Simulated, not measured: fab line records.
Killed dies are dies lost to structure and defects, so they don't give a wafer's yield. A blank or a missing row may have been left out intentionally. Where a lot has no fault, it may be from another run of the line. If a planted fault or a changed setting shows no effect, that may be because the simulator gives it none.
Matching of chambers -- flow n5_finfet -- 3 sister chambers for N5_BEOL_M9_CURE_72 on uv_cure-03
The step cures SiCOH lowk, time 120 s. 6 wafers are shown with their chamber, then 10 later ones without.

WAFERS, EACH WITH ITS CHAMBER
wafer,chamber,wafer_temp_C_max,lamp_power_pct (%)
L085.3,1,372.0,52.32
L085.6,1,371.9,52.32
L091.5,2,371.7,52.27
L091.6,2,370.9,52.32
L092.3,0,371.3,52.31
L092.4,0,371.0,52.19

WAFERS WITHOUT THEIR CHAMBER
wafer,wafer_temp_C_max,lamp_power_pct (%)
L092.6,371.4,52.34
L094.1,372.0,52.26
L094.2,371.2,52.28
L094.5,371.8,52.30
L097.1,372.4,52.35
L097.3,372.2,52.32
L097.6,372.3,52.27
L097.2,372.2,52.26
L097.4,371.5,52.29
L097.5,373.0,52.28

CHAMBER TAKEN BY EACH
wafer,from the rows above,in truth
L092.6,can't be placed: 2 or 1 or 0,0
L094.1,can't be placed: 1 or 2 or 0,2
L094.2,can't be placed: 2 or 0 or 1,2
L094.5,can't be placed: 1 or 2 or 0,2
L097.1,can't be placed: 1 or 2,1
L097.3,can't be placed: 1 or 2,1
L097.6,can't be placed: 1 or 2 or 0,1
L097.2,can't be placed: 1 or 2 or 0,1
L097.4,can't be placed: 2 or 0 or 1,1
L097.5,can't be placed: 1 or 2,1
0 of 10 placed correctly. Cannot be placed on the basis of these rows: 10; the candidates contain the true chamber in 10. Number placed wrongly: 0.
How it was worked out, from the rows above alone: a wafer's distance from a chamber is the root of the sum, over the readings, of the square of ((its reading less the chamber's mean) divided by the reading's scatter). The wafer belongs to the nearest chamber; if the next one is less than 2 further off, it can't be placed. A chamber's mean is the mean of its shown wafers. The scatter: take each reading less its chamber's mean, square it, sum over the shown wafers, divide by the number of wafers less the number of chambers, and take the root.
